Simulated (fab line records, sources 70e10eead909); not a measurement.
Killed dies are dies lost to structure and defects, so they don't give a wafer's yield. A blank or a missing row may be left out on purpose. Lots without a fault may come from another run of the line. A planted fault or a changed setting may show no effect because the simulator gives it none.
fab line records | flow nand_harc
record lots=13 wafers=39 last_day=26
route steps=1159 shown P_BONDPAD@378 THIN_TSV@1120 END@1159
lots that met no fault: from a run of the same line without faults
start_h: hours from the record's first day to the start of the lot's first wafer shown | wait_h: hours since the lot's step before | " the same as in the row above | L1.1+2: a row that stands for several wafers | - no value, or no start given | * or withheld: withheld | < > ~ a bound
route shown NAME@n: a module of which the file shows steps, and the number in the route of the first | usual: mean/standard deviation of fault-free wafers | same: alike in all rows | chamber/n: place in a boat | sites: the reading at each site | _std_site: their standard deviation | _edge_site: outer sites' mean less inner sites' | radius_mm: how far each site lies from the wafer's centre | mask NAME#n: copy n | behind: the tool/chamber that last shaped the wafer | hold: why the lot was held/for how many hours/how that ended | device: the transistor (n, p or np) that didn't switch | end of line: the same wafers' tests at the end of the route | a step without rows: its recipe alone | killed: dies lost to structure and defects at the first sort, not the wafer's yield | map: a wafer's dies, x killed, . not, _ none there
set.NAME: the setting as run; set.NAME@STEP: as run at that earlier step | model.NAME: the simulator's own value behind a step, which no gauge read
steps of the route over a sample of lots; a table a step, a row a wafer
services: from which hour (start_h, from the record's first day; less than 0 if before it) a tool's chamber was out of use, for how many hours, and why
## steps
# step NHARC_P_BONDPAD_ECD_18
# recipe target_thk_a=4000 bath_temp_c=25 material=Cu
# columns lot.wafer tool chamber start_h wait_h
L888.1+5+6 ecd_cu-01 1,1,0 120.46 -
L889.2+3+6 ecd_cu-01 0,0,1 142.59 -
L891.1+4+6 ecd_cu-01 1 146.06 -
L892.1+4+5 ecd_cu-01 1 151.93 -
L893.4+6+5 ecd_cu-01 1,1,0 159.17 -
L898.1+3+5 ecd_cu-01 1,0,0 183.04 -
L897.3+6+5 ecd_cu-01 1,0,1 184.37 -
L899.4+5+6 ecd_cu-02 1,0,1 209.78 -
L902.2+5+6 ecd_cu-01 1,1,0 210.75 -
L901.4+5+6 ecd_cu-01 1,1,0 224.21 -
L905.1+3+4 ecd_cu-01 0,1,0 237.73 0.7
L906.2+5+6 ecd_cu-01 0,0,1 238.28 -
L911.4+3+6 ecd_cu-02 1,0,0 276.71 -
# step NHARC_THIN_TSV_ETCH_15
# recipe target_depth_a=30000 bosch_target_overetch_cycles=2 bosch_etch_step_s=2.8 bosch_dep_step_s=1.2 bosch_cycles=14
# usual drypump_motor_current_A=6.0/0.48
# columns lot.wafer tool chamber start_h wait_h drypump_motor_current_A rf_hours_counter_h
L888.1 rie_si-02 2 454.82 - 5.7 0.5
L888.5 " 0 " " 5.6 -
L888.6 " 1 " " 6.6 -
L889.2 rie_si-04 1 462.29 - 5.9 0.0
L889.3 " 1 " " 5.9 -
L889.6 " 3 " " 5.7 -
L891.1 rie_si-02 1 469.09 - 6.6 0.6
L891.4 " 3 " " 6.6 0.7
L891.6 " 0 " " 5.6 -
L893.4 rie_si-05 2 487.10 - 6.3 0.6
L893.6 " 1 " " 4.9 -
L893.5 " 2 " " 6.3 -
L892.1 rie_si-02 2 495.30 - 5.7 0.9
L892.4 " 0 " " 5.6 1.0
L892.5 " 2 " " 5.7 -
L897.3 rie_si-05 2 541.75 - 6.3 0.9
L897.6 " 0 " " 6.1 -
L897.5 " 1 " " 4.8 -
L902.2 rie_si-02 3 544.27 - 6.6 1.4
L902.5 " 1 " " 6.6 -
L902.6 " 2 " " 5.8 -
L898.1 rie_si-05 3 545.34 - 5.8 0.9
L898.3 " 0 " " 6.1 1.0
L898.5 " 0 " " 6.1 -
L899.4 rie_si-02 0 551.20 - 5.6 1.4
L899.5 " 1 " " 6.6 -
L899.6 " 2 " " 5.8 -
L901.4 rie_si-02 3 585.64 - 6.6 0.1
L901.6 " 0 " " 5.6 -
L901.5 " 1 " " 6.6 -
L905.4 rie_si-05 3 588.94 - 5.8 1.3
L905.3 " 0 " " 6.1 1.4
L905.1 " 1 " " 4.8 1.3
L906.2 rie_si-05 0 591.05 - 6.1 1.5
L906.5 " 3 " " 5.8 -
L906.6 " 0 " " 6.1 -
L911.4 rie_si-02 0 595.91 - 5.6 0.2
L911.3 " 2 " " 5.7 0.2
L911.6 " 0 " " 5.6 -
# step NHARC_THIN_TSV_CD_MEAS_16
# usual cd_nm=999.8/1.6
# columns lot.wafer tool chamber start_h wait_h cd_nm
L888.1 cd_sem-01 - 454.94 0.1 1001.1
L888.5 " - " " 999.7
L888.6 " - " " 1001.0
L889.2 cd_sem-02 - 462.50 0.2 997.6
L889.3 " - " " 999.9
L889.6 " - " " 998.2
L891.1 cd_sem-02 - 469.22 0.1 1001.5
L891.4 " - " " 1000.9
L891.6 " - " " 1001.6
L893.4 cd_sem-03 - 487.24 0.1 997.3
L893.5 " - " " 999.0
L893.6 " - " " 999.1
L892.1 cd_sem-03 - 495.44 0.1 999.7
L892.4 " - " " 1002.4
L892.5 " - " " 1001.8
L897.3 cd_sem-02 - 541.87 0.1 1000.6
L897.5 " - " " 1002.2
L897.6 " - " " 999.7
L902.2 cd_sem-02 - 544.39 0.1 999.8
L902.5 " - " " 998.2
L902.6 " - " " 1000.4
L898.1 cd_sem-02 - 545.48 0.1 999.5
L898.3 " - " " 999.8
L898.5 " - " " 1000.1
L899.4 cd_sem-02 - 551.31 0.1 998.6
L899.5 " - " " 999.6
L899.6 " - " " 999.4
L901.4 cd_sem-01 - 585.76 0.1 1002.3
L901.5 " - " " 1000.9
L901.6 " - " " 1001.4
L905.1 cd_sem-01 - 589.07 0.1 998.7
L905.3 " - " " 999.5
L905.4 " - " " 1000.2
L906.2 cd_sem-03 - 591.18 0.1 997.6
L906.5 " - " " 998.9
L906.6 " - " " 998.8
L911.3 cd_sem-03 - 596.06 0.1 1001.2
L911.4 " - " " 1000.3
L911.6 " - " " 1000.7
# step NHARC_THIN_TSV_DEGAS_53
# recipe temp_c=300 time_s=60
# usual heater_power_w=476/39 susceptor_temp_C=299.99/0.19
# columns lot.wafer tool chamber start_h wait_h heater_power_w susceptor_temp_C
L888.1 pvd_sputter-01 - 459.03 0.1 472 -
L888.5 " - " " 483 -
L888.6 " - " " 528 -
L889.3 pvd_sputter-02 - 466.37 0.1 552 300.00
L889.2 " - " " 442 300.02
L889.6 " - " " 558 299.99
L891.4 pvd_sputter-02 - 473.27 0.1 464 299.80
L891.1 " - " " 560 300.24
L891.6 " - " " 453 299.65
L893.4 pvd_sputter-01 - 491.30 0.1 473 300.05
L893.6 " - " " 474 300.31
L893.5 " - " " 472 299.74
L892.4 pvd_sputter-03 - 499.24 0.1 436 299.78
L892.1 " - " " 509 300.12
L892.5 " - " " 418 300.05
L897.3 pvd_sputter-03 - 546.95 0.1 414 300.13
L897.6 " - " " 424 300.22
L897.5 " - " " 489 300.13
L902.2 pvd_sputter-03 - 548.69 0.1 487 -
L902.6 " - " " 504 -
L902.5 " - " " 439 -
L898.1 pvd_sputter-02 - 549.33 0.1 456 299.90
L898.3 " - " " 489 300.41
L898.5 " - " " 495 300.22
L899.4 pvd_sputter-03 - 555.25 0.1 429 300.27
L899.5 " - " " 405 299.73
L899.6 " - " " 487 299.75
L901.4 pvd_sputter-02 - 589.72 0.1 521 -
L901.6 " - " " 529 -
L901.5 " - " " 451 -
L905.3 pvd_sputter-03 - 593.00 0.1 469 300.30
L905.1 " - " " 436 300.11
L905.4 " - " " 412 300.06
L906.2 pvd_sputter-03 - 595.03 0.1 397 -
L906.5 " - " " 488 -
L906.6 " - " " 516 -
L911.3 pvd_sputter-03 - 600.38 0.1 510 300.04
L911.4 " - " " 435 300.23
L911.6 " - " " 442 300.19
# step NHARC_END_SORT_01
# recipe temp_c=25
# usual defect_limited_yield=95.4/1.6 killed_at_array=28/11 killed_at_other=0.9/1.2 killed_at_periphery=2.6/2.1 killed_dies=31/11 killed_open=3.1/1.7 killed_short=1.9/1.3 sort_bin_2_pct=1.5/0.64 sort_bin_3_pct=0.26/0.21 sort_bin_4_pct=2.9/1.1 sort_n_pass=646/11 sort_rim_yield_pct=96.4/2.3 sort_yield_pct=95.4/1.6
# same gross_dies=677 sort_bin_5_pct[%]=0 sort_bin_6_pct[%]=0 sort_bin_7_pct[%]=0 sort_bin_8_pct[%]=0 sort_rim_n_gross=106.00
# columns lot.wafer tool chamber start_h wait_h defect_limited_yield[%] killed_at_array killed_at_other killed_at_periphery killed_dies killed_open killed_short sort_bin_2_pct[%] sort_bin_3_pct[%] sort_bin_4_pct[%] sort_n_pass sort_rim_yield_pct[%] sort_yield_pct[%]
L901.4 prober-01 0 603.90 3.4 93.8 33 5 4 42 5 4 1.9 0 4.3 635 98.1 93.8
L901.5 prober-01 0 604.71 3.7 95.3 27 1 4 32 2 0 2.2 0.30 2.2 645 97.2 95.3
L901.6 prober-01 0 605.52 4.0 95.3 22 3 7 32 3 2 1.0 0.15 3.5 645 96.2 95.3
L905.1 prober-02 0 606.09 2.4 46.8 28 0 332 360 3 3 18.9 2.95 31.3 317 45.3 46.8
L905.3 prober-02 0 607.69 3.1 93.8 41 0 1 42 0 2 1.2 0.44 4.6 635 97.2 93.8
L905.4 prober-02 0 608.49 3.4 44.2 26 0 352 378 2 1 20.1 2.95 32.8 299 43.4 44.2
L906.2 prober-02 0 614.72 2.8 43.0 35 0 351 386 5 2 19.9 3.40 33.7 291 47.2 43.0
L906.5 prober-02 0 617.12 3.7 45.9 25 0 341 366 5 1 20.8 3.40 29.8 311 46.2 45.9
L906.6 prober-02 0 617.91 4.0 95.7 28 1 0 29 3 2 1.5 0.30 2.5 648 96.2 95.7
# killed by level:class
L901.4 A_CHANNEL_HOLE_D1:chamber_film_flake=18 A_M1:chamber_film_flake=6 A_WL_FILL:geometric_particle:short=3 THIN_TSV:chamber_film_flake=3 A_ONON_D1:geometric_particle:open=2 P_M1:chamber_film_flake=2 A_STAIRCASE:chamber_film_flake=2 P_STI:geometric_particle:open=1
L901.5 A_CHANNEL_HOLE_D1:chamber_film_flake=18 P_M1:chamber_film_flake=3 A_M1:chamber_film_flake=3 A_CONTACT:chamber_film_flake=2 A_SGD_CUT:geometric_particle:open=1 A_WL_FILL:geometric_particle:open=1 P_ZERO_WELL:chamber_film_flake=1 A_ZERO_WELL:chamber_film_flake=1
L901.6 A_CHANNEL_HOLE_D1:chamber_film_flake=15 P_M1:chamber_film_flake=5 THIN_TSV:chamber_film_flake=3 A_M1:chamber_film_flake=2 P_M0:geometric_particle:short=1 P_M1:geometric_particle:open=1 A_ONON_D1:geometric_particle:open=1 A_WL_FILL:geometric_particle:short=1
L905.1 P_BONDPAD:unspecified=329 A_CHANNEL_HOLE_D1:chamber_film_flake=13 A_SLIT:chamber_film_flake=8 A_CONTACT:chamber_film_flake=2 P_CONTACT:geometric_particle:short=1 P_M0:geometric_particle:open=1 A_SOURCE_PLATE:geometric_particle:short=1 A_WL_FILL:geometric_particle:short=1
L905.3 A_CHANNEL_HOLE_D1:chamber_film_flake=22 A_SLIT:chamber_film_flake=12 A_CONTACT:chamber_film_flake=3 A_STAIRCASE:chamber_film_flake=2 A_SOURCE_PLATE:geometric_particle:short=1 A_CHANNEL_FILL_D1:geometric_particle:short=1 P_ZERO_WELL:chamber_film_flake=1
L905.4 P_BONDPAD:unspecified=350 A_CHANNEL_HOLE_D1:chamber_film_flake=15 A_SLIT:chamber_film_flake=6 A_CONTACT:chamber_film_flake=2 P_M0:geometric_particle:open=1 A_SGD_CUT:geometric_particle:open=1 A_M0:geometric_particle:short=1 P_M2:chamber_film_flake=1
L906.2 P_BONDPAD:unspecified=350 A_CHANNEL_HOLE_D1:chamber_film_flake=19 A_CONTACT:chamber_film_flake=9 P_CONTACT:geometric_particle:open=1 A_ONON_D1:geometric_particle:open=1 A_CHANNEL_FILL_D1:geometric_particle:short=1 A_CHANNEL_FILL_D1:geometric_particle:open=1 A_WL_FILL:geometric_particle:short=1
L906.5 P_BONDPAD:unspecified=339 A_CHANNEL_HOLE_D1:chamber_film_flake=14 A_CONTACT:chamber_film_flake=6 A_CONTACT:geometric_particle:open=2 P_CONTACT:geometric_particle:open=1 P_M0:geometric_particle:open=1 A_CHANNEL_HOLE_D1:geometric_particle:open=1 A_CONTACT:geometric_particle:short=1
L906.6 A_CHANNEL_HOLE_D1:chamber_film_flake=20 A_CONTACT:chamber_film_flake=3 A_M0:geometric_particle:short=2 A_SOURCE_PLATE:geometric_particle:open=1 A_WL_FILL:geometric_particle:open=1 STARTING-WAFER:geometric_particle:open=1 A_BONDPAD:chamber_film_flake=1
## services
# columns tool chamber start_h hours kind
pvd_sputter-03 - 102.00 10.0 pm
rie_si-02 1 105.57 7.7 repair
pvd_sputter-03 - 204.12 0.7 repair
rie_si-02 - 211.00 9.0 pm
rie_si-05 - 239.09 9.0 pm
ecd_cu-01 - 271.34 2.4 repair
ecd_cu-01 - 273.76 8.0 pm
pvd_sputter-03 - 280.06 10.0 pm
rie_si-02 - 388.00 9.0 pm
pvd_sputter-03 - 404.00 3.0 repair
rie_si-05 - 416.09 9.0 pm
rie_si-05 - 429.17 0.9 repair
rie_si-05 0 436.34 1.2 repair
ecd_cu-01 - 449.76 8.0 pm
pvd_sputter-03 - 458.06 10.0 pm
rie_si-05 - 468.69 0.5 repair
rie_si-05 3 473.33 6.7 repair
rie_si-05 1 478.93 8.0 repair
pvd_sputter-03 - 491.92 1.0 repair
pvd_sputter-03 - 497.98 1.0 repair
ecd_cu-01 - 506.82 2.3 repair
rie_si-02 0 555.94 7.3 repair
rie_si-02 - 565.00 9.0 pm
rie_si-05 - 593.09 9.0 pm
## key
first_sign step=NHARC_END_SORT_01 reading=killed_at_periphery direction=up sigmas=99+ usual=2.6 struck=344
effect step=NHARC_END_SORT_01 reading=killed_dies direction=up sigmas=32 usual=31 struck=372
more_kills_born_at NHARC_P_BONDPAD_ECD_18@ecd_cu-01=1368
met_at NHARC_P_BONDPAD_ECD_18
struck_lots L905,L906
struck_wafers L905.1,L905.4,L906.2,L906.5
not_acting_at NHARC_THIN_TSV_ETCH_15,NHARC_THIN_TSV_CD_MEAS_16,NHARC_THIN_TSV_DEGAS_53
onset_between 224.21 237.73
fault kind=chamber_particle_source tool=ecd_cu-01 chamber=0 onset_h=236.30 steps=NHARC_P_BONDPAD_ECD_18 rate_per_visit_cm2=0.75942 end_h=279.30
